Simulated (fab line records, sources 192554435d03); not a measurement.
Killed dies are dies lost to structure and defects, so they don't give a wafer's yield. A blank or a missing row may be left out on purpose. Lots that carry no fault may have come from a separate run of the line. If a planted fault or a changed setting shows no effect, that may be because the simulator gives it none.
fab line records | flow n5Finfet
record: lots: 7 | wafers: 39
route steps=1938 shown BEOL_M8@1377 BEOL_M11@1575
startH: start of the lot's first displayed wafer, in hours after the record's first day | waitH: time in hours since the lot's previous step | " as in the row above | L1.1+2: several wafers, shown together as one row | - no value, or no start was given | * or withheld: withheld | < > ~ a bound
route shown NAME@n: NAME is a module with steps in the file, n the number in the route of the first one | usual: mean and standard deviation over wafers with no fault | same: alike in all rows | chamber/n: place in a boat | sites: the reading at each site | _std_site: standard deviation of those values | _edge_site: outer sites' mean less inner sites' | radiusMm: for every site, how far away it sits from the centre of the wafer | mask NAME#n: copy n | behind: the most recent tool/chamber to have shaped the wafer | hold: the reason the lot was held/the length of the hold in hours/how it ended | device: which transistor (n, p or np) failed to switch | end of line: the tests these same wafers got at the end of their route | a step given without rows: its recipe and nothing more | killed: dies that structure and defects cost at the first sort, which is not the same as the wafer's yield | map: per-die view of a wafer (x killed, . not killed, _ where there is no die)
set.NAME: the setting that was run; set.NAME@STEP: the one run at that earlier step | model.NAME: the simulator's own value behind a step, which no gauge read
lots whose settings were changed on purpose; a table a step, a row a wafer
== steps ==
step: N5_BEOL_M8_TRENCH_ETCH_37
recipe: chemistry: C4F6/O2 | targetDepthA: 934.78 | target: SiCOH_lowk | timeS: 31.2 | ionEnergyEv: 250 | pressureMtorr: 30 | sourceW: 345 | biasW: 185 | Ar_flow_sccm: 300 | C4F6_flow_sccm: 10 | O2_flow_sccm: 10
lot.wafer | tool       | chamber | startH | waitH | set.timeS | model.etch.depthNm | model.BEOL_M8.featureDepthNm | model.TiN_of_BEOL_M8_HM_DEP_02.thkNm
L078.1    | rieDiel-04 | 0       | -      | -     | 47.53     | 146                | 146                          | 16
L078.2    | "          | 1       | "      | "     | 31.2      | 92.94              | 93                           | 17.6
L078.3    | "          | 2       | "      | "     | 31.2      | 93.31              | 93.4                         | 17.6
L078.4    | "          | 3       | "      | "     | 31.2      | 94.49              | 94.4                         | 17.6
L078.5    | "          | 1       | "      | "     | 47.53     | 142.7              | 142.8                        | 16.2
L078.6    | "          | 2       | "      | "     | 47.53     | 142.9              | 142.8                        | 16
L084.1    | rieDiel-05 | 1       | -      | -     | 31.2      | 94.59              | 94.6                         | 17.4
L084.2    | "          | 0       | "      | "     | 31.2      | 94.02              | 94                           | 17.4
L084.3    | "          | 3       | "      | "     | 31.2      | 92.83              | 92.8                         | 17.4
L084.4    | "          | 2       | "      | "     | 31.2      | 93.86              | 93.8                         | 17.4
L084.5    | "          | 2       | "      | "     | 31.2      | 93.19              | 93.2                         | 17.6
L084.6    | "          | 1       | "      | "     | 31.2      | 94.47              | 94.4                         | 17.6
L087.1    | rieDiel-04 | 3       | -      | -     | 40.75     | 124.7              | 124.6                        | 16.4
L087.2    | "          | 1       | "      | "     | 31.2      | 93.54              | 93.6                         | 17.4
L087.3    | "          | 2       | "      | "     | 40.75     | 122                | 122                          | 16.8
L087.4    | "          | 0       | "      | "     | 31.2      | 93.79              | 93.8                         | 17.4
L087.5    | "          | 1       | "      | "     | 40.75     | 121.6              | 121.6                        | 16.6
L087.6    | "          | 2       | "      | "     | 31.2      | 92.54              | 92.6                         | 17.6
L088.1+6  | rieDiel-05 | 1       | -      | -     | 21.89     | 66.22              | 66.2                         | 18.2
L088.2    | "          | 3       | "      | "     | 31.2      | 92.23              | 92.2                         | 17.4
L088.3    | "          | 2       | "      | "     | 31.2      | 93.56              | 93.6                         | 17.4
L088.4    | "          | 0       | "      | "     | 21.89     | 64.96              | 65                           | 18.2
L088.5    | "          | 2       | "      | "     | 31.2      | 93.27              | 93.2                         | 17.2
L092.2    | rieDiel-05 | 2       | -      | -     | 31.2      | 93.1               | 93                           | 17.2
L092.3    | "          | 2       | "      | "     | 31.2      | 93.2               | 93.2                         | 17.2
L092.6    | "          | 2       | "      | "     | 31.2      | 93.61              | 93.6                         | 17.4
L094.1    | rieDiel-03 | 0       | -      | -     | 31.2      | 93.99              | 94                           | 17.4
L094.2    | "          | 1       | "      | "     | 19.2      | 57.65              | 57.6                         | 18.8
L094.3    | "          | 3       | "      | "     | 19.2      | 57.53              | 57.6                         | 18.6
L094.4    | "          | 2       | "      | "     | 31.2      | 94.59              | 94.6                         | 17.2
L094.5    | "          | 0       | "      | "     | 31.2      | 93.69              | 93.6                         | 17.6
L094.6    | "          | 1       | "      | "     | 19.2      | 57.45              | 57.4                         | 18.4
L097.1    | rieDiel-03 | 2       | -      | -     | 18.34     | 55.38              | 55.4                         | 18.4
L097.2    | "          | 1       | "      | "     | 18.34     | 55.15              | 55.2                         | 18.6
L097.3    | "          | 3       | "      | "     | 31.2      | 92.78              | 92.8                         | 17.6
L097.4    | "          | 0       | "      | "     | 31.2      | 93.28              | 93.2                         | 17.2
L097.5    | "          | 0       | "      | "     | 18.34     | 55.03              | 55                           | 18.6
L097.6    | "          | 1       | "      | "     | 31.2      | 93.61              | 93.6                         | 17.2
step: N5_BEOL_M8_ETCH_41
recipe: chemistry: CH3F/O2 | target: SiCN | targetDepthA: 319 | taperDeg: 2 | timeS: 57.8 | ionEnergyEv: 120 | maskMaterial: TiN | pressureMtorr: 30 | sourceW: 395 | biasW: 75 | Ar_flow_sccm: 150 | CH3F_flow_sccm: 30 | O2_flow_sccm: 20
step: N5_BEOL_M8_STRIP_80
recipe: chemistry: N2/H2 | timeS: 10 | powerW: 450 | tempC: 40 | pressureMtorr: 20 | rfFrequencyHz: 6e+07 | biasPowerW: 7 | n2FlowSccm: 200 | h2FlowSccm: 200
step: N5_BEOL_M8_OCD_MEAS_38
usual: trenchDepthNm: 93.7/0.99
lot.wafer | tool   | chamber | startH | waitH | set.timeS@BEOL_M8_TRENCH_ETCH_37 | trenchDepthNm
L078.1    | ocd-01 | -       | 224.29 | -     | 47.53                            | 145.9
L078.2    | "      | -       | "      | "     | 31.2                             | 92.9
L078.3    | "      | -       | "      | "     | 31.2                             | 93.4
L078.4    | "      | -       | "      | "     | 31.2                             | 94.9
L078.5    | "      | -       | "      | "     | 47.53                            | 142.8
L078.6    | "      | -       | "      | "     | 47.53                            | 143.0
L084.1    | ocd-01 | -       | 263.67 | -     | 31.2                             | 94.8
L084.2    | "      | -       | "      | "     | 31.2                             | 94.1
L084.3    | "      | -       | "      | "     | 31.2                             | 93.1
L084.4    | "      | -       | "      | "     | 31.2                             | 93.6
L084.5    | "      | -       | "      | "     | 31.2                             | 93.3
L084.6    | "      | -       | "      | "     | 31.2                             | 94.1
L087.1    | ocd-01 | -       | 291.17 | -     | 40.75                            | 124.5
L087.2    | "      | -       | "      | "     | 31.2                             | 93.7
L087.3    | "      | -       | "      | "     | 40.75                            | 122.7
L087.4    | "      | -       | "      | "     | 31.2                             | 93.5
L087.5    | "      | -       | "      | "     | 40.75                            | 122.5
L087.6    | "      | -       | "      | "     | 31.2                             | 92.9
L088.1    | ocd-01 | -       | 291.49 | -     | 21.89                            | 66.2
L088.2    | "      | -       | "      | "     | 31.2                             | 92.3
L088.3    | "      | -       | "      | "     | 31.2                             | 93.0
L088.4    | "      | -       | "      | "     | 21.89                            | 65.2
L088.5    | "      | -       | "      | "     | 31.2                             | 93.5
L088.6    | "      | -       | "      | "     | 21.89                            | 66.1
L092.2    | ocd-02 | -       | 315.20 | -     | 31.2                             | 93.3
L092.3    | "      | -       | "      | "     | 31.2                             | 93.1
L092.6    | "      | -       | "      | "     | 31.2                             | 93.8
L094.1    | ocd-02 | -       | 318.57 | -     | 31.2                             | 93.9
L094.2    | "      | -       | "      | "     | 19.2                             | 57.5
L094.3    | "      | -       | "      | "     | 19.2                             | 57.6
L094.4    | "      | -       | "      | "     | 31.2                             | 95.1
L094.5    | "      | -       | "      | "     | 31.2                             | 94.2
L094.6    | "      | -       | "      | "     | 19.2                             | 57.6
L097.1    | ocd-01 | -       | 341.44 | -     | 18.34                            | 55.1
L097.2    | "      | -       | "      | "     | 18.34                            | 54.9
L097.3    | "      | -       | "      | "     | 31.2                             | 92.6
L097.4    | "      | -       | "      | "     | 31.2                             | 93.8
L097.5    | "      | -       | "      | "     | 18.34                            | 54.9
L097.6    | "      | -       | "      | "     | 31.2                             | 94.0
step: N5_BEOL_M8_HM_STRIP_39
recipe: chemistry: peroxideTinStrip | material: TiN | targetDepthA: 250 | tempC: 50 | timeS: 158
step: N5_BEOL_M8_SRD_40
recipe: timeS: 30 | tempC: 23 | rinseLiquid: diw | dry: ipaMarangoni
step: N5_BEOL_M8_ECD_50
recipe: material: Cu | targetThkA: 3000
step: N5_BEOL_M8_ANNEAL_51
recipe: tempC: 225 | timeS: 90 | ambient: N2
step: N5_BEOL_M8_CMP_52
recipe: stopOn: SiCOH_lowk | tOverpolishS: 6.9 | downForcePsi: 1 | platenRpm: 50 | clearingPlatenDownForcePsi: 1.5 | clearingPlatenRpm: 50 | postCmpClean: cuAlkaline | targetThkNm: 80 | clearingPlatenPadVelocityMS: 0.99484 | padVelocityMS: 0.99484
lot.wafer | tool   | chamber | startH | waitH | set.timeS@BEOL_M8_TRENCH_ETCH_37 | model.Cu_of_BEOL_M8_ECD_50.thkNm
L078.1    | cmp-03 | 2       | 226.95 | 0.3   | 47.53                            | 133
L078.3    | "      | 3       | "      | "     | 31.2                             | 80.8
L078.4    | "      | 0       | "      | "     | 31.2                             | 82
L078.2    | "      | 1       | "      | "     | 31.2                             | 79.2
L078.6    | "      | 2       | "      | "     | 47.53                            | 130.2
L078.5    | "      | 3       | "      | "     | 47.53                            | 130
L084.1    | cmp-01 | 1       | 265.52 | 0.3   | 31.2                             | 81.8
L084.4    | "      | 2       | "      | "     | 31.2                             | 80.2
L084.2    | "      | 3       | "      | "     | 31.2                             | 83
L084.3+6  | "      | 0,2     | "      | "     | 31.2                             | 81.4
L084.5    | "      | 1       | "      | "     | 31.2                             | 79.6
L087.2    | cmp-03 | 0       | 293.79 | 0.2   | 31.2                             | 80
L087.1    | "      | 1       | "      | "     | 40.75                            | 110.4
L087.4    | "      | 2       | "      | "     | 31.2                             | 79
L087.3    | "      | 3       | "      | "     | 40.75                            | 108.6
L087.6    | "      | 0       | "      | "     | 31.2                             | 78.4
L087.5    | "      | 1       | "      | "     | 40.75                            | 106.8
L088.3    | cmp-02 | 0       | 294.69 | 0.2   | 31.2                             | 81
L088.2    | "      | 1       | "      | "     | 31.2                             | 81.2
L088.4    | "      | 2       | "      | "     | 21.89                            | 52.2
L088.1    | "      | 3       | "      | "     | 21.89                            | 54.2
L088.6    | "      | 0       | "      | "     | 21.89                            | 52.8
L088.5    | "      | 1       | "      | "     | 31.2                             | 80.6
L092.3    | cmp-02 | 2       | 319.19 | 0.2   | 31.2                             | 80.6
L092.2+6  | "      | 3,2     | "      | "     | 31.2                             | 80
L094.4    | cmp-01 | 0       | 320.88 | 0.1   | 31.2                             | 83
L094.1    | "      | 1       | "      | "     | 31.2                             | 80.8
L094.2    | "      | 2       | "      | "     | 19.2                             | 44.8
L094.3    | "      | 3       | "      | "     | 19.2                             | 46.2
L094.6    | "      | 0       | "      | "     | 19.2                             | 44.4
L094.5    | "      | 1       | "      | "     | 31.2                             | 80.4
L097.1    | cmp-01 | 2       | 345.21 | 0.3   | 18.34                            | 42.8
L097.3+6  | "      | 3       | "      | "     | 31.2                             | 82
L097.2    | "      | 0       | "      | "     | 18.34                            | 41.8
L097.4    | "      | 1       | "      | "     | 31.2                             | 80.4
L097.5    | "      | 2       | "      | "     | 18.34                            | 41.4
step: N5_BEOL_M8_THK_MEAS_53
recipe: thkMeasGauge: xrf | reads: Cu_of_BEOL_M8_ECD_50
usual: M8_THK: 80.5/1.4
lot.wafer | tool         | chamber | startH | waitH | set.timeS@BEOL_M8_TRENCH_ETCH_37 | M8_THK[nm]
L078.1    | filmMetro-02 | -       | 227.25 | -     | 47.53                            | 132.8
L078.2    | "            | -       | "      | "     | 31.2                             | 78.5
L078.3    | "            | -       | "      | "     | 31.2                             | 81.0
L078.4    | "            | -       | "      | "     | 31.2                             | 81.6
L078.5    | "            | -       | "      | "     | 47.53                            | 129.9
L078.6    | "            | -       | "      | "     | 47.53                            | 130.1
L084.1    | filmMetro-01 | -       | 265.82 | -     | 31.2                             | 81.6
L084.2    | "            | -       | "      | "     | 31.2                             | 82.4
L084.3    | "            | -       | "      | "     | 31.2                             | 81.1
L084.4    | "            | -       | "      | "     | 31.2                             | 80.0
L084.5    | "            | -       | "      | "     | 31.2                             | 79.2
L084.6    | "            | -       | "      | "     | 31.2                             | 80.9
L087.1    | filmMetro-02 | -       | 294.09 | -     | 40.75                            | 110.5
L087.2    | "            | -       | "      | "     | 31.2                             | 80.6
L087.3    | "            | -       | "      | "     | 40.75                            | 109.1
L087.4    | "            | -       | "      | "     | 31.2                             | 79.5
L087.5    | "            | -       | "      | "     | 40.75                            | 107.2
L087.6    | "            | -       | "      | "     | 31.2                             | 78.4
L088.1    | filmMetro-02 | -       | 294.98 | -     | 21.89                            | 53.7
L088.2    | "            | -       | "      | "     | 31.2                             | 81.3
L088.3    | "            | -       | "      | "     | 31.2                             | 80.8
L088.4    | "            | -       | "      | "     | 21.89                            | 52.1
L088.5    | "            | -       | "      | "     | 31.2                             | 80.8
L088.6    | "            | -       | "      | "     | 21.89                            | 52.7
L092.2    | filmMetro-02 | -       | 319.49 | -     | 31.2                             | 81.1
L092.3    | "            | -       | "      | "     | 31.2                             | 81.3
L092.6    | "            | -       | "      | "     | 31.2                             | 80.6
L094.1    | filmMetro-02 | -       | 321.17 | -     | 31.2                             | 81.5
L094.2    | "            | -       | "      | "     | 19.2                             | 45.1
L094.3    | "            | -       | "      | "     | 19.2                             | 46.6
L094.4    | "            | -       | "      | "     | 31.2                             | 83.8
L094.5    | "            | -       | "      | "     | 31.2                             | 81.2
L094.6    | "            | -       | "      | "     | 19.2                             | 44.7
L097.1    | filmMetro-01 | -       | 345.50 | -     | 18.34                            | 42.8
L097.2    | "            | -       | "      | "     | 18.34                            | 41.9
L097.3    | "            | -       | "      | "     | 31.2                             | 81.8
L097.4    | "            | -       | "      | "     | 31.2                             | 80.8
L097.5    | "            | -       | "      | "     | 18.34                            | 41.3
L097.6    | "            | -       | "      | "     | 31.2                             | 82.1
step: N5_BEOL_M8_PRE_CLEAN_55
recipe: gas: NH3 | timeS: 15 | tempC: withheld | rfPowerW: 300
step: N5_BEOL_M8_DEP_56
recipe: material: SiCN | targetThkA: 100 | tempC: withheld | precursor: 3MS/NH3 | pressureTorr: 3 | rfW: 202 | timeS: 17.5
step: N5_BEOL_M8_RS_MEAS_57
recipe: thkMeasGauge: four-point-probe | reads: Cu_of_BEOL_M8_ECD_50+Co_of_BEOL_M8_CVD_78+TaN_of_BEOL_M8_ALD_77
usual: M8_RS: 0.283/0.0054
lot.wafer | tool         | chamber | startH | waitH | set.timeS@BEOL_M8_TRENCH_ETCH_37 | M8_RS[ohm/sq]
L078.1    | filmMetro-02 | -       | 227.41 | 0.1   | 47.53                            | 0.160
L078.2    | "            | -       | "      | "     | 31.2                             | 0.289
L078.3    | "            | -       | "      | "     | 31.2                             | 0.282
L078.4    | "            | -       | "      | "     | 31.2                             | 0.278
L078.5    | "            | -       | "      | "     | 47.53                            | 0.164
L078.6    | "            | -       | "      | "     | 47.53                            | 0.164
L084.1    | filmMetro-01 | -       | 265.95 | 0.1   | 31.2                             | 0.278
L084.2    | "            | -       | "      | "     | 31.2                             | 0.274
L084.3    | "            | -       | "      | "     | 31.2                             | 0.280
L084.4    | "            | -       | "      | "     | 31.2                             | 0.284
L084.5    | "            | -       | "      | "     | 31.2                             | 0.287
L084.6    | "            | -       | "      | "     | 31.2                             | 0.281
L087.1    | filmMetro-02 | -       | 294.22 | 0.1   | 40.75                            | 0.197
L087.2    | "            | -       | "      | "     | 31.2                             | 0.285
L087.3    | "            | -       | "      | "     | 40.75                            | 0.201
L087.4    | "            | -       | "      | "     | 31.2                             | 0.289
L087.5    | "            | -       | "      | "     | 40.75                            | 0.205
L087.6    | "            | -       | "      | "     | 31.2                             | 0.293
L088.1    | filmMetro-01 | -       | 295.11 | 0.1   | 21.89                            | 0.459
L088.2    | "            | -       | "      | "     | 31.2                             | 0.281
L088.3    | "            | -       | "      | "     | 31.2                             | 0.282
L088.4    | "            | -       | "      | "     | 21.89                            | 0.479
L088.5    | "            | -       | "      | "     | 31.2                             | 0.283
L088.6    | "            | -       | "      | "     | 21.89                            | 0.471
L092.2    | filmMetro-01 | -       | 319.62 | 0.1   | 31.2                             | 0.286
L092.3    | "            | -       | "      | "     | 31.2                             | 0.284
L092.6    | "            | -       | "      | "     | 31.2                             | 0.286
L094.1    | filmMetro-02 | -       | 321.30 | 0.1   | 31.2                             | 0.283
L094.2    | "            | -       | "      | "     | 19.2                             | 0.579
L094.3    | "            | -       | "      | "     | 19.2                             | 0.557
L094.4    | "            | -       | "      | "     | 31.2                             | 0.274
L094.5    | "            | -       | "      | "     | 31.2                             | 0.284
L094.6    | "            | -       | "      | "     | 19.2                             | 0.588
L097.1    | filmMetro-02 | -       | 345.63 | 0.1   | 18.34                            | 0.614
L097.2    | "            | -       | "      | "     | 18.34                            | 0.632
L097.3    | "            | -       | "      | "     | 31.2                             | 0.277
L097.4    | "            | -       | "      | "     | 31.2                             | 0.284
L097.5    | "            | -       | "      | "     | 18.34                            | 0.642
L097.6    | "            | -       | "      | "     | 31.2                             | 0.278
step: N5_BEOL_M11_VIA_ETCH_34
recipe: chemistry: C4F6/O2 | target: SiCOH_lowk | targetDepthA: 1845 | maskMaterial: SOC | taperDeg: 4 | timeS: 69.2 | ionEnergyEv: 250 | pressureMtorr: 30 | sourceW: 345 | biasW: 185 | Ar_flow_sccm: 300 | C4F6_flow_sccm: 10 | O2_flow_sccm: 10
lot.wafer | tool       | chamber | startH | waitH | set.targetDepthA | model.etch.depthNm | model.SOC_of_BEOL_M11_COAT_63.thkNm
L078.1    | rieDiel-06 | 0       | 245.66 | 0.0   | 1845             | 181.2              | 92.4
L078.2    | "          | 2       | "      | "     | 1845             | 184.9              | 92
L078.3    | "          | 1       | "      | "     | 1845             | 184.1              | 92.2
L078.4    | "          | 3       | "      | "     | 1845             | 181.6              | 92
L078.5    | "          | 3       | "      | "     | 1845             | 182.4              | 92.4
L078.6    | "          | 2       | "      | "     | 1845             | 185.2              | 92
L084.1    | rieDiel-01 | 3       | 288.38 | 0.0   | 1845             | 187.8              | 91.8
L084.2    | "          | 2       | "      | "     | 2410             | 237.2              | 89.6
L084.3    | "          | 0       | "      | "     | 1845             | 182.5              | 92
L084.4    | "          | 1       | "      | "     | 1845             | 182.6              | 92.2
L084.5    | "          | 1       | "      | "     | 2410             | 235.6              | 90.2
L084.6    | "          | 0       | "      | "     | 2410             | 239.7              | 90
L088.1    | rieDiel-06 | 1       | 312.29 | 0.0   | 1135             | 113.3              | 95.4
L088.2    | "          | 2       | "      | "     | 1135             | 113.5              | 95.6
L088.3    | "          | 0       | "      | "     | 1135             | 112                | 95.4
L088.4    | "          | 3       | "      | "     | 1845             | 186.1              | 92.2
L088.5    | "          | 0       | "      | "     | 1845             | 182.3              | 92.2
L088.6    | "          | 1       | "      | "     | 1845             | 183.7              | 92.4
L087.1    | rieDiel-01 | 2       | 312.64 | 0.0   | 1845             | 182.9              | 92.2
L087.2    | "          | 3       | "      | "     | 2813             | 289.5              | 87.8
L087.3    | "          | 0       | "      | "     | 2813             | 281.9              | 88.4
L087.4    | "          | 1       | "      | "     | 1845             | 180.5              | 92.6
L087.5    | "          | 0       | "      | "     | 2813             | 282.7              | 88.2
L087.6    | "          | 1       | "      | "     | 1845             | 182.9              | 92.4
L092.2    | rieDiel-06 | 1       | 336.93 | 0.0   | 1845             | 182.4              | 92.2
L092.3    | "          | 0       | "      | "     | 1845             | 178.5              | 92.4
L092.6    | "          | 1       | "      | "     | 1845             | 180.5              | 92.2
L094.1    | rieDiel-02 | 1       | 340.85 | 0.0   | 1845             | 181.6              | 92.4
L094.2    | "          | 2       | "      | "     | 1845             | 181.1              | 92.6
L094.3    | "          | 0       | "      | "     | 1845             | 183.2              | 92.2
L094.4    | "          | 3       | "      | "     | 1845             | 182                | 92.8
L094.5    | "          | 0       | "      | "     | 1845             | 183.1              | 92
L094.6    | "          | 1       | "      | "     | 1845             | 180.9              | 92.2
L097.1    | rieDiel-06 | 0       | 369.85 | 0.0   | 1015             | 99.94              | 96.4
L097.2    | "          | 3       | "      | "     | 1845             | 184.7              | 92.4
L097.3    | "          | 1       | "      | "     | 1845             | 182.6              | 92.2
L097.4    | "          | 2       | "      | "     | 1015             | 101                | 95.8
L097.5    | "          | 3       | "      | "     | 1845             | 186.2              | 92.6
L097.6    | "          | 2       | "      | "     | 1015             | 102.1              | 96.2
== key ==
split: step: N5_BEOL_M8_TRENCH_ETCH_37 | setting: timeS | stated: 31.2 | by: wafer
response: step: N5_BEOL_M8_TRENCH_ETCH_37 | reading: model.etch.depthNm | change: +0.945 | per: 1% | r: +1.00
response: step: N5_BEOL_M8_TRENCH_ETCH_37 | reading: model.BEOL_M8.featureDepthNm | change: +0.944 | per: 1% | r: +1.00
response: step: N5_BEOL_M8_TRENCH_ETCH_37 | reading: model.TiN_of_BEOL_M8_HM_DEP_02.thkNm | change: -0.0295 | per: 1% | r: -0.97
response: step: N5_BEOL_M8_OCD_MEAS_38 | reading: trenchDepthNm | change: +0.949 | per: 1% | r: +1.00
response: step: N5_BEOL_M8_CMP_52 | reading: model.Cu_of_BEOL_M8_ECD_50.thkNm | change: +0.955 | per: 1% | r: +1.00
response: step: N5_BEOL_M8_THK_MEAS_53 | reading: M8_THK | change: +0.959 | per: 1% | r: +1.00
response: step: N5_BEOL_M8_RS_MEAS_57 | reading: M8_RS | shape: bent | atLowest: 0.630 | atStated: 0.283 | atHighest: 0.163
split: step: N5_BEOL_M11_VIA_ETCH_34 | setting: targetDepthA | stated: 1845 | by: wafer
response: step: N5_BEOL_M11_VIA_ETCH_34 | reading: model.etch.depthNm | change: +1.88 | per: 1% | r: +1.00
response: step: N5_BEOL_M11_VIA_ETCH_34 | reading: model.SOC_of_BEOL_M11_COAT_63.thkNm | change: -0.0804 | per: 1% | r: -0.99
